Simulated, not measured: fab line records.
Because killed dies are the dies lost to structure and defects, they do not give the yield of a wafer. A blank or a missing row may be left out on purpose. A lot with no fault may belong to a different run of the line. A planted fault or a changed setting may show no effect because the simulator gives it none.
fab line records ; flow n5Finfet ; part 1 of 2: steps 1 to 4 of 6
record: lots: 22; wafers: 66; lastDay: 17
route steps=1938 shown BEOL_M5@1179 BEOL_M6@1216
lots untouched by any fault: they come from a run of this same line in which no faults occurred
startH: hours from the record's opening day to when the first of the lot's shown wafers began ; waitH: hours since the lot's step before ; " repeats the value in the row above ; L1.1+2: one row covering several wafers at once ; - either no value or no given start ; * or withheld: withheld ; < > ~ a bound
route shown NAME@n: NAME is a module with steps in the file, n the number in the route of the first one ; usual: average and standard deviation across the fault-free wafers ; same: alike in all rows ; chamber/n: place in a boat ; sites: readings site by site ; _std_site: standard deviation across them ; _edge_site: the outer-site mean with the inner-site mean subtracted ; radiusMm: how far each site lies from the wafer's centre ; mask NAME#n: copy n ; behind: the last tool/chamber to shape the wafer ; hold: why the lot went on hold/how many hours it stayed there/how the hold came to an end ; device: the n, p or np transistor that did not switch ; end of line: the tests these same wafers got at the end of their route ; a step given without rows: its recipe and nothing more ; killed: count of dies lost to structure and defects at first sort (not the wafer's yield) ; map: dies across one wafer; x = killed, . = not, _ = none there
set.NAME: setting as actually run; set.NAME@STEP: the setting as run at that earlier step ; model.NAME: the simulator's own value behind a step, which no gauge read
one table for each step of the route and one row for each wafer, over a sample of lots
services: the hour from which a tool's chamber was out of use, counted from the record's first day as startH (under 0 if before that day), plus the number of hours and why
== steps ==
step: N5_BEOL_M5_SPUTTER_83
recipe: material: Cu; targetThkA: 150; tempC: -20; chamberPressurePa: 0.07; powerW: withheld; timeS: 27.62
usual: chuckGasFlowSccm: 1.26/0.051; chuckSensorTempC: -16.1/0.56; throttleValvePct: 29.9/0.85
lot.wafer;tool;chamber;startH;waitH;chuckGasFlowSccm;chuckSensorTempC;throttleValvePct
L075.3;pvdSputter-02;-;171.50;0.5;1.19;-16.2;31.0
L075.4;pvdSputter-02;-;171.50;0.5;1.26;-15.7;29.6
L075.6;pvdSputter-02;-;171.50;0.5;1.25;-16.0;31.2
L076.2;pvdSputter-02;-;189.88;2.8;1.29;-15.8;29.3
L076.3;pvdSputter-02;-;189.88;2.8;1.21;-17.2;30.2
L076.5;pvdSputter-02;-;189.88;2.8;1.23;-16.7;29.4
L077.4;pvdSputter-03;-;193.58;0.5;1.26;-16.4;31.6
L077.5;pvdSputter-03;-;193.58;0.5;1.25;-15.6;30.0
L077.6;pvdSputter-03;-;193.58;0.5;1.21;-15.5;29.4
L079.2;pvdSputter-01;-;201.84;0.5;1.24;-15.2;29.9
L079.3;pvdSputter-01;-;201.84;0.5;1.35;-15.9;30.4
L079.6;pvdSputter-01;-;201.84;0.5;1.31;-15.6;29.0
L078.1;pvdSputter-02;-;206.47;0.5;1.20;-17.0;30.1
L078.2;pvdSputter-02;-;206.47;0.5;1.20;-16.1;31.0
L078.6;pvdSputter-02;-;206.47;0.5;1.18;-16.9;29.9
L080.2;pvdSputter-01;-;207.63;0.5;1.16;-15.9;28.3
L080.3;pvdSputter-01;-;207.63;0.5;1.29;-15.4;30.0
L080.6;pvdSputter-01;-;207.63;0.5;1.31;-15.4;30.0
L081.2;pvdSputter-01;-;213.18;0.5;1.20;-16.1;30.1
L081.5;pvdSputter-01;-;213.18;0.5;1.21;-15.3;29.8
L081.6;pvdSputter-01;-;213.18;0.5;1.19;-15.8;28.3
L082.1;pvdSputter-01;-;221.22;0.5;1.28;-16.0;30.2
L082.3;pvdSputter-01;-;221.22;0.5;1.17;-15.9;28.4
L082.4;pvdSputter-01;-;221.22;0.5;1.24;-15.6;29.1
L083.1;pvdSputter-02;-;223.57;0.5;1.23;-15.6;29.6
L083.2;pvdSputter-02;-;223.57;0.5;1.31;-16.6;29.4
L083.4;pvdSputter-02;-;223.57;0.5;1.26;-16.2;31.2
L084.2;pvdSputter-03;-;237.12;0.5;1.23;-16.9;30.4
L084.3;pvdSputter-03;-;237.12;0.5;1.32;-15.5;30.2
L084.6;pvdSputter-03;-;237.12;0.5;1.35;-15.6;29.3
L087.3;pvdSputter-03;-;252.46;0.5;1.25;-15.8;30.0
L087.5;pvdSputter-03;-;252.46;0.5;1.36;-16.8;31.7
L087.6;pvdSputter-03;-;252.46;0.5;1.24;-16.7;30.5
L085.1;pvdSputter-01;-;258.45;0.5;1.22;-16.0;30.3
L085.3;pvdSputter-01;-;258.45;0.5;1.22;-15.2;29.9
L085.4;pvdSputter-01;-;258.45;0.5;1.30;-15.6;28.9
L086.2;pvdSputter-02;-;259.32;0.5;1.29;-16.7;29.4
L086.4;pvdSputter-02;-;259.32;0.5;1.28;-16.1;31.2
L086.6;pvdSputter-02;-;259.32;0.5;1.23;-17.1;30.0
L088.1;pvdSputter-03;-;277.40;0.5;1.33;-15.6;30.3
L088.5;pvdSputter-03;-;277.40;0.5;1.31;-15.7;29.9
L088.6;pvdSputter-03;-;277.40;0.5;1.27;-15.5;29.2
L091.1;pvdSputter-02;-;280.56;0.5;1.22;-15.7;29.4
L091.2;pvdSputter-02;-;280.56;0.5;1.19;-17.0;30.4
L091.6;pvdSputter-02;-;280.56;0.5;1.25;-16.9;30.3
L090.2;pvdSputter-03;-;283.23;0.5;1.24;-16.8;31.9
L090.4;pvdSputter-03;-;283.23;0.5;1.23;-15.7;30.0
L090.5;pvdSputter-03;-;283.23;0.5;1.28;-15.6;29.8
L092.1;pvdSputter-01;-;283.52;0.5;1.18;-15.9;28.1
L092.4;pvdSputter-01;-;283.52;0.5;1.25;-15.9;30.1
L092.6;pvdSputter-01;-;283.52;0.5;1.24;-15.7;28.5
L093.1;pvdSputter-02;-;285.09;0.5;1.30;-15.8;29.4
L093.3;pvdSputter-02;-;285.09;0.5;1.36;-17.0;30.3
L093.4;pvdSputter-02;-;285.09;0.5;1.21;-16.4;31.0
L094.2;pvdSputter-03;-;289.25;0.5;1.22;-15.7;29.2
L094.3;pvdSputter-03;-;289.25;0.5;1.31;-16.8;31.5
L094.5;pvdSputter-03;-;289.25;0.5;1.16;-15.5;29.9
L095.4;pvdSputter-02;-;304.56;0.5;1.20;-16.2;31.1
L095.5;pvdSputter-02;-;304.56;0.5;1.27;-16.6;29.3
L095.6;pvdSputter-02;-;304.56;0.5;1.30;-15.7;29.4
L096.4;pvdSputter-02;-;309.46;0.5;1.20;-16.8;29.6
L096.5;pvdSputter-02;-;309.46;0.5;1.25;-16.2;31.0
L096.6;pvdSputter-02;-;309.46;0.5;1.36;-15.7;29.4
L097.1;pvdSputter-02;-;319.98;0.5;1.29;-16.9;29.3
L097.4;pvdSputter-02;-;319.98;0.5;1.22;-16.0;29.2
L097.5;pvdSputter-02;-;319.98;0.5;1.26;-16.7;29.6
step: N5_BEOL_M5_SPUTTER_90
recipe: material: Cu; targetThkA: 45; tempC: -20; chamberPressurePa: 0.07; powerW: withheld; timeS: 8.29
usual: chuckGasFlowSccm: 1.26/0.051; chuckSensorTempC: -16.1/0.54; throttleValvePct: 29.9/0.84
lot.wafer;tool;chamber;startH;waitH;chuckGasFlowSccm;chuckSensorTempC;throttleValvePct
L075.3;pvdSputter-02;-;173.68;0.5;1.19;-16.3;30.9
L075.4;pvdSputter-02;-;173.68;0.5;1.19;-15.7;29.5
L075.6;pvdSputter-02;-;173.68;0.5;1.27;-16.2;31.1
L076.2;pvdSputter-02;-;192.05;0.5;1.29;-15.8;29.6
L076.3;pvdSputter-02;-;192.05;0.5;1.28;-17.1;30.3
L076.5;pvdSputter-02;-;192.05;0.5;1.19;-16.6;29.3
L077.4;pvdSputter-03;-;195.75;0.5;1.22;-16.6;31.7
L077.5;pvdSputter-03;-;195.75;0.5;1.17;-15.6;30.1
L077.6;pvdSputter-03;-;195.75;0.5;1.22;-15.5;29.1
L079.2;pvdSputter-01;-;204.02;0.5;1.24;-15.5;29.7
L079.3;pvdSputter-01;-;204.02;0.5;1.26;-16.1;30.3
L079.6;pvdSputter-01;-;204.02;0.5;1.25;-15.5;29.2
L078.1;pvdSputter-02;-;208.64;0.5;1.34;-16.9;30.3
L078.2;pvdSputter-02;-;208.64;0.5;1.26;-16.2;31.2
L078.6;pvdSputter-02;-;208.64;0.5;1.29;-17.0;30.2
L080.2;pvdSputter-01;-;209.81;0.5;1.21;-16.0;27.9
L080.3;pvdSputter-01;-;209.81;0.5;1.19;-15.3;29.7
L080.6;pvdSputter-01;-;209.81;0.5;1.24;-15.4;29.9
L081.2;pvdSputter-01;-;215.35;0.5;1.35;-16.0;30.4
L081.5;pvdSputter-01;-;215.35;0.5;1.28;-15.3;29.9
L081.6;pvdSputter-01;-;215.35;0.5;1.29;-15.7;28.5
L082.1;pvdSputter-01;-;223.40;0.5;1.22;-15.9;30.3
L082.3;pvdSputter-01;-;223.40;0.5;1.30;-15.9;28.3
L082.4;pvdSputter-01;-;223.40;0.5;1.19;-15.7;29.0
L083.1;pvdSputter-02;-;225.75;0.5;1.29;-15.9;29.1
L083.2;pvdSputter-02;-;225.75;0.5;1.24;-16.7;29.5
L083.4;pvdSputter-02;-;225.75;0.5;1.19;-16.1;31.2
L084.2;pvdSputter-03;-;239.30;0.5;1.26;-16.9;30.4
L084.3;pvdSputter-03;-;239.30;0.5;1.27;-15.6;30.1
L084.6;pvdSputter-03;-;239.30;0.5;1.26;-15.6;29.0
L087.3;pvdSputter-03;-;254.63;0.5;1.26;-15.6;30.1
L087.5;pvdSputter-03;-;254.63;0.5;1.25;-16.5;31.7
L087.6;pvdSputter-03;-;254.63;0.5;1.22;-16.7;30.0
L085.1;pvdSputter-01;-;260.63;0.5;1.24;-16.1;30.2
L085.3;pvdSputter-01;-;260.63;0.5;1.23;-15.4;29.9
L085.4;pvdSputter-01;-;260.63;0.5;1.34;-15.5;29.3
L086.2;pvdSputter-02;-;261.49;0.5;1.32;-16.7;29.2
L086.4;pvdSputter-02;-;261.49;0.5;1.27;-16.2;31.0
L086.6;pvdSputter-02;-;261.49;0.5;1.29;-16.7;30.4
L088.1;pvdSputter-03;-;279.57;0.5;1.29;-15.8;30.1
L088.5;pvdSputter-03;-;279.57;0.5;1.31;-15.6;30.0
L088.6;pvdSputter-03;-;279.57;0.5;1.29;-15.6;28.9
L091.1;pvdSputter-02;-;282.74;0.5;1.32;-15.7;29.2
L091.2;pvdSputter-02;-;282.74;0.5;1.29;-17.2;30.2
L091.6;pvdSputter-02;-;282.74;0.5;1.24;-16.9;29.8
L090.2;pvdSputter-03;-;285.49;0.5;1.22;-16.6;31.8
L090.4;pvdSputter-03;-;285.49;0.5;1.31;-15.8;30.1
L090.5;pvdSputter-03;-;285.49;0.5;1.14;-15.6;29.9
L092.1;pvdSputter-01;-;285.69;0.5;1.21;-15.9;28.3
L092.4;pvdSputter-01;-;285.69;0.5;1.27;-15.9;30.2
L092.6;pvdSputter-01;-;285.69;0.5;1.25;-16.1;28.1
L093.1;pvdSputter-02;-;287.26;0.5;1.19;-15.8;29.5
L093.3;pvdSputter-02;-;287.26;0.5;1.23;-16.8;30.0
L093.4;pvdSputter-02;-;287.26;0.5;1.33;-16.2;30.9
L094.2;pvdSputter-03;-;291.42;0.5;1.26;-15.4;29.3
L094.3;pvdSputter-03;-;291.42;0.5;1.23;-16.8;31.6
L094.5;pvdSputter-03;-;291.42;0.5;1.23;-15.7;30.0
L095.4;pvdSputter-02;-;306.73;0.5;1.23;-15.9;31.0
L095.5;pvdSputter-02;-;306.73;0.5;1.31;-16.7;29.1
L095.6;pvdSputter-02;-;306.73;0.5;1.23;-15.9;29.4
L096.4;pvdSputter-02;-;311.64;0.5;1.23;-16.6;29.6
L096.5;pvdSputter-02;-;311.64;0.5;1.26;-16.1;31.2
L096.6;pvdSputter-02;-;311.64;0.5;1.25;-15.8;29.7
L097.1;pvdSputter-02;-;322.15;0.5;1.26;-16.8;29.5
L097.4;pvdSputter-02;-;322.15;0.5;1.37;-15.5;29.3
L097.5;pvdSputter-02;-;322.15;0.5;1.26;-16.7;29.3
step: N5_BEOL_M6_STRIP_19
recipe: chemistry: O2; powerW: 400; tempC: 40; pressureMtorr: 30; rfFrequencyHz: 6e+07; biasPowerW: 0; overashFraction: 0.2; o2FlowSccm: 225
usual: drypumpMotorCurrentA: 5.6/0.41; oesProductAu: 0.80/0.088; rfVppV: 3.8/0.61; showerheadPlenumPTorr: 2.09/0.059; throttleValvePct: 16.82/0.19
same: biasPowerW: 0
lot.wafer;tool;chamber;startH;waitH;drypumpMotorCurrentA;oesProductAu;rfHoursCounterH;rfVppV;showerheadPlenumPTorr;throttleValvePct
L075.3;rieDiel-05;2;177.43;0.1;5.3;0.76;116;3.6;2.15;16.86
L075.4;rieDiel-05;0;177.43;0.1;6.0;0.72;183;4.7;2.00;16.79
L075.6;rieDiel-05;0;177.43;0.1;6.0;0.73;-;3.9;2.00;16.81
L076.2;rieDiel-03;2;197.22;0.1;5.4;0.68;241;3.2;2.15;17.04
L076.3;rieDiel-03;3;197.22;0.1;5.5;0.89;31;4.0;2.14;16.58
L076.5;rieDiel-03;1;197.22;0.1;6.3;0.80;-;3.9;2.14;16.78
L077.4;rieDiel-04;3;200.62;0.2;6.3;0.69;239;3.8;2.17;16.87
L077.5;rieDiel-04;2;200.62;0.2;5.5;0.89;-;2.7;2.08;16.91
L077.6;rieDiel-04;1;200.62;0.2;5.3;0.84;-;3.7;2.02;16.64
L079.2;rieDiel-05;1;208.50;0.1;5.3;0.91;25;3.7;2.15;16.79
L079.3;rieDiel-05;3;208.50;0.1;5.8;0.70;191;5.3;2.10;17.16
L079.6;rieDiel-05;3;208.50;0.1;5.8;0.70;-;3.0;2.10;17.12
L078.1;rieDiel-04;0;212.66;0.1;4.8;0.82;87;4.3;2.14;16.68
L078.2;rieDiel-04;2;212.66;0.1;5.5;0.89;36;4.2;2.08;16.90
L078.6;rieDiel-04;2;212.66;0.1;5.5;0.90;-;3.2;2.08;16.91
L080.2;rieDiel-05;0;213.78;0.1;6.0;0.71;196;3.7;2.00;16.82
L080.3;rieDiel-05;1;213.78;0.1;5.3;0.90;27;3.3;2.15;16.78
L080.6;rieDiel-05;0;213.78;0.1;5.9;0.71;-;4.5;2.00;16.79
L081.2;rieDiel-05;0;218.05;0.1;6.0;0.71;198;3.8;2.00;16.84
L081.5;rieDiel-05;2;218.05;0.1;5.3;0.74;-;3.1;2.14;16.87
L081.6;rieDiel-05;0;218.05;0.1;6.0;0.71;-;3.7;2.00;16.81
L082.1;rieDiel-05;1;226.51;0.2;5.3;0.89;33;3.8;2.15;16.81
L082.3;rieDiel-05;0;226.51;0.2;5.9;0.71;202;3.9;2.00;16.85
L082.4;rieDiel-05;3;226.51;0.2;5.8;0.70;194;4.6;2.10;17.16
L083.1;rieDiel-03;1;230.06;0.2;6.3;0.80;99;3.8;2.13;16.82
L083.2;rieDiel-03;3;230.06;0.2;5.5;0.88;45;2.9;2.13;16.62
L083.4;rieDiel-03;3;230.06;0.2;5.5;0.86;-;3.9;2.13;16.62
L084.2;rieDiel-04;0;243.55;0.2;4.8;0.81;100;4.1;2.14;16.70
L084.3;rieDiel-04;1;243.55;0.2;5.3;0.82;72;4.1;2.01;16.70
L084.6;rieDiel-04;1;243.55;0.2;5.3;0.83;-;3.0;2.01;16.69
L087.3;rieDiel-04;0;261.56;0.1;4.8;0.81;106;3.6;2.13;16.71
L087.5;rieDiel-04;0;261.56;0.1;4.8;0.81;-;3.6;2.13;16.73
L087.6;rieDiel-04;3;261.56;0.1;6.3;0.96;-;3.0;2.16;16.47
L085.1;rieDiel-04;0;264.95;0.1;4.8;0.80;107;5.0;2.13;16.70
L085.3;rieDiel-04;1;264.95;0.1;5.2;0.81;80;3.9;2.01;16.70
L085.4;rieDiel-04;3;264.95;0.1;6.2;0.96;5;4.4;2.16;16.44
L086.2;rieDiel-03;3;265.49;0.1;5.5;0.85;59;3.9;2.13;16.64
L086.4;rieDiel-03;0;265.49;0.1;5.8;0.89;24;2.9;2.05;16.43
L086.6;rieDiel-03;1;265.49;0.1;6.3;0.79;-;4.1;2.13;16.84
L088.1;rieDiel-05;2;286.49;0.1;5.3;0.72;150;4.2;2.14;16.91
L088.5;rieDiel-05;0;286.49;0.1;6.0;0.70;-;3.2;1.99;16.89
L088.6;rieDiel-05;3;286.49;0.1;5.8;0.69;-;3.4;2.09;17.19
L091.1;rieDiel-05;3;287.10;0.1;5.8;0.69;212;3.5;2.09;17.18
L091.2;rieDiel-05;2;287.10;0.1;5.3;0.73;150;3.3;2.14;16.92
L091.6;rieDiel-05;1;287.10;0.1;5.2;0.86;-;4.4;2.14;16.85
L090.2;rieDiel-05;0;289.04;0.1;6.0;0.69;224;4.0;1.99;16.88
L090.4;rieDiel-05;2;289.04;0.1;5.3;0.71;151;4.8;2.14;16.91
L090.5;rieDiel-05;3;289.04;0.1;5.8;0.68;-;3.0;2.09;17.17
L092.1;rieDiel-05;2;289.84;0.1;5.3;0.73;151;3.6;2.13;16.90
L092.4;rieDiel-05;0;289.84;0.1;6.0;0.69;224;4.8;1.99;16.87
L092.6;rieDiel-05;1;289.84;0.1;5.3;0.86;-;5.1;2.14;16.84
L093.1;rieDiel-03;1;290.88;0.1;6.3;0.78;121;4.2;2.13;16.88
L093.3;rieDiel-03;3;290.88;0.1;5.5;0.84;68;3.3;2.13;16.65
L093.4;rieDiel-03;2;290.88;0.1;5.4;0.94;17;2.6;2.14;16.54
L094.2;rieDiel-04;0;294.28;0.2;4.8;0.80;115;3.2;2.13;16.73
L094.3;rieDiel-04;3;294.28;0.2;6.3;0.93;15;2.8;2.16;16.47
L094.5;rieDiel-04;1;294.28;0.2;5.3;0.80;-;5.2;2.01;16.71
L095.4;rieDiel-03;3;311.42;0.1;5.4;0.83;75;3.2;2.12;16.67
L095.5;rieDiel-03;1;311.42;0.1;6.3;0.78;-;2.8;2.12;16.88
L095.6;rieDiel-03;0;311.42;0.1;5.8;0.88;-;4.1;2.05;16.49
L096.4;rieDiel-05;2;316.10;0.1;5.3;0.71;160;4.6;2.13;16.92
L096.5;rieDiel-05;2;316.10;0.1;5.3;0.71;-;3.9;2.13;16.94
L096.6;rieDiel-05;3;316.10;0.1;5.8;0.68;-;3.9;2.09;17.20
L097.1;rieDiel-04;0;326.84;0.1;4.8;0.79;128;3.2;2.13;16.77
L097.4;rieDiel-04;3;326.84;0.1;6.3;0.90;28;3.9;2.16;16.48
L097.5;rieDiel-04;1;326.84;0.1;5.3;0.79;-;2.9;2.00;16.76
step: N5_BEOL_M6_ETCH_65
recipe: chemistry: CF4; target: SiARC; targetDepthA: 156; maskMaterial: CAR-EUV; timeS: 26; ionEnergyEv: 80; pressureMtorr: 40; sourceW: 545; biasW: 36; Ar_flow_sccm: 100; cf4FlowSccm: 100; ends: cleared
usual: drypumpMotorCurrentA: 5.6/0.42; etchRfOnTimeS: 25.9/0.93; oesProductAu: 0.70/0.081; rfVppV: 184.2/1; showerheadPlenumPTorr: 2.13/0.048; throttleValvePct: 15.63/0.2
lot.wafer;tool;chamber;startH;waitH;drypumpMotorCurrentA;etchRfOnTimeS;oesProductAu;rfHoursCounterH;rfVppV;showerheadPlenumPTorr;throttleValvePct
L075.3;rieDiel-03;3;177.98;0.0;5.4;24.1;0.81;22;183.4;2.19;15.48
L075.4;rieDiel-03;1;177.98;0.0;6.3;27.0;0.70;76;184.8;2.16;15.53
L075.6;rieDiel-03;3;177.98;0.0;5.5;24.3;0.80;-;185.9;2.19;15.47
L076.2;rieDiel-03;2;197.89;0.0;5.4;25.7;0.60;242;185.1;2.19;15.95
L076.3;rieDiel-03;1;197.89;0.0;6.3;27.3;0.69;86;185.8;2.15;15.56
L076.5;rieDiel-03;2;197.89;0.0;5.4;25.9;0.60;-;183.4;2.19;15.95
L077.4;rieDiel-04;1;201.18;0.0;5.3;25.4;0.72;54;183.2;2.10;15.74
L077.5;rieDiel-04;1;201.18;0.0;5.3;25.5;0.72;-;182.6;2.10;15.76
L077.6;rieDiel-04;2;201.18;0.0;5.5;25.2;0.77;-;183.9;2.07;15.54
L079.2;rieDiel-03;1;209.08;0.0;6.3;26.9;0.69;91;184.7;2.15;15.57
L079.3;rieDiel-03;3;209.08;0.0;5.4;24.5;0.78;36;184.4;2.18;15.51
L079.6;rieDiel-03;2;209.08;0.0;5.4;25.7;0.59;-;185.7;2.19;15.95
L078.1;rieDiel-05;0;215.17;0.0;5.9;26.6;0.60;196;183.2;2.04;15.73
L078.2;rieDiel-05;3;215.17;0.0;5.8;26.7;0.60;193;185.5;2.13;16.04
L078.6;rieDiel-05;1;215.17;0.0;5.3;25.4;0.77;-;185.8;2.18;15.62
L080.2;rieDiel-04;2;215.68;0.0;5.5;25.2;0.77;37;184.6;2.07;15.55
L080.3;rieDiel-04;1;215.68;0.0;5.3;25.9;0.72;60;181.8;2.09;15.75
L080.6;rieDiel-04;2;215.68;0.0;5.5;25.3;0.76;-;183.1;2.07;15.53
L081.2;rieDiel-05;0;218.73;0.0;6.0;26.6;0.59;198;183.7;2.04;15.72
L081.5;rieDiel-05;0;218.73;0.0;6.0;26.5;0.59;-;183.7;2.04;15.72
L081.6;rieDiel-05;2;218.73;0.0;5.3;27.2;0.62;-;185.7;2.13;15.48
L082.1;rieDiel-03;0;227.07;0.0;5.8;26.5;0.80;9;184.4;2.12;15.43
L082.3;rieDiel-03;1;227.07;0.0;6.3;26.5;0.68;97;185.6;2.15;15.58
L082.4;rieDiel-03;3;227.07;0.0;5.5;24.3;0.77;-;183.3;2.18;15.54
L083.1;rieDiel-05;0;230.89;0.0;6.0;26.9;0.59;204;184.2;2.03;15.74
L083.2;rieDiel-05;1;230.89;0.0;5.3;25.6;0.76;35;184.6;2.18;15.63
L083.4;rieDiel-05;2;230.89;0.0;5.3;27.6;0.62;132;184.7;2.13;15.50
L084.2;rieDiel-03;0;245.80;0.0;5.8;26.6;0.78;18;184.5;2.12;15.46
L084.3;rieDiel-03;2;245.80;0.0;5.4;24.8;0.87;2;184.9;2.18;15.46
L084.6;rieDiel-03;3;245.80;0.0;5.5;24.4;0.75;-;184.2;2.18;15.55
L087.3;rieDiel-04;2;263.36;0.0;5.5;25.0;0.74;56;182.3;2.06;15.58
L087.5;rieDiel-04;3;263.36;0.0;6.3;24.9;0.84;-;186.2;2.18;15.21
L087.6;rieDiel-04;2;263.36;0.0;5.5;25.1;0.73;-;184.1;2.06;15.55
L086.2;rieDiel-04;2;266.82;0.0;5.5;25.3;0.73;58;182.9;2.06;15.59
L086.4;rieDiel-04;3;266.82;0.0;6.3;24.9;0.83;6;184.3;2.18;15.22
L086.6;rieDiel-04;1;266.82;0.0;5.3;25.8;0.69;-;183.6;2.09;15.80
L085.1;rieDiel-04;2;267.22;0.0;5.5;24.9;0.74;58;184.2;2.06;15.56
L085.3;rieDiel-04;0;267.22;0.0;4.8;25.0;0.70;108;183.8;2.16;15.51
L085.4;rieDiel-04;3;267.22;0.0;6.3;25.0;0.84;6;185.0;2.18;15.22
L088.1;rieDiel-05;3;287.20;0.0;5.8;26.7;0.59;212;183.2;2.13;16.06
L088.5;rieDiel-05;2;287.20;0.0;5.3;27.5;0.61;-;184.2;2.13;15.55
L088.6;rieDiel-05;3;287.20;0.0;5.8;26.8;0.59;-;184.1;2.13;16.07
L091.1;rieDiel-03;3;288.70;0.0;5.5;24.4;0.74;67;183.9;2.17;15.56
L091.2;rieDiel-03;0;288.70;0.0;5.8;26.5;0.76;32;182.4;2.12;15.50
L091.6;rieDiel-03;2;288.70;0.0;5.3;24.7;0.83;-;182.8;2.18;15.49
L090.2;rieDiel-03;0;289.72;0.0;5.8;26.4;0.75;33;183.0;2.12;15.49
L090.4;rieDiel-03;3;289.72;0.0;5.4;24.6;0.72;68;184.3;2.17;15.57
L090.5;rieDiel-03;0;289.72;0.0;5.8;26.6;0.75;-;183.8;2.12;15.49
L092.1;rieDiel-05;1;291.05;0.0;5.3;25.2;0.74;54;184.0;2.18;15.67
L092.4;rieDiel-05;0;291.05;0.0;6.0;26.6;0.58;224;182.9;2.03;15.77
L092.6;rieDiel-05;3;291.05;0.0;5.8;26.5;0.59;-;182.7;2.13;16.07
L093.1;rieDiel-04;0;291.58;0.0;4.8;25.1;0.69;114;184.0;2.15;15.53
L093.3;rieDiel-04;2;291.58;0.0;5.5;25.1;0.73;66;185.5;2.06;15.59
L093.4;rieDiel-04;1;291.58;0.0;5.3;25.7;0.69;88;182.8;2.08;15.81
L094.2;rieDiel-05;2;295.31;0.0;5.3;27.6;0.61;153;183.7;2.13;15.55
L094.3;rieDiel-05;3;295.31;0.0;5.8;26.5;0.59;216;184.3;2.13;16.08
L094.5;rieDiel-05;1;295.31;0.0;5.3;25.4;0.73;-;182.7;2.17;15.67
L095.4;rieDiel-04;2;312.26;0.0;5.5;25.6;0.72;73;183.7;2.06;15.61
L095.5;rieDiel-04;0;312.26;0.0;4.8;25.3;0.68;-;185.6;2.15;15.54
L095.6;rieDiel-04;1;312.26;0.0;5.3;25.8;0.68;-;184.6;2.08;15.82
L096.4;rieDiel-04;0;317.09;0.0;4.8;25.1;0.68;124;183.9;2.15;15.55
L096.5;rieDiel-04;2;317.09;0.0;5.5;25.3;0.73;-;182.1;2.06;15.60
L096.6;rieDiel-04;1;317.09;0.0;5.3;25.8;0.67;-;182.3;2.08;15.84
L097.1;rieDiel-05;0;330.40;0.0;6.0;26.9;0.57;238;182.3;2.02;15.80
L097.4;rieDiel-05;3;330.40;0.0;5.8;26.5;0.58;227;183.8;2.12;16.09
L097.5;rieDiel-05;2;330.40;0.0;5.3;27.6;0.60;-;184.9;2.12;15.58
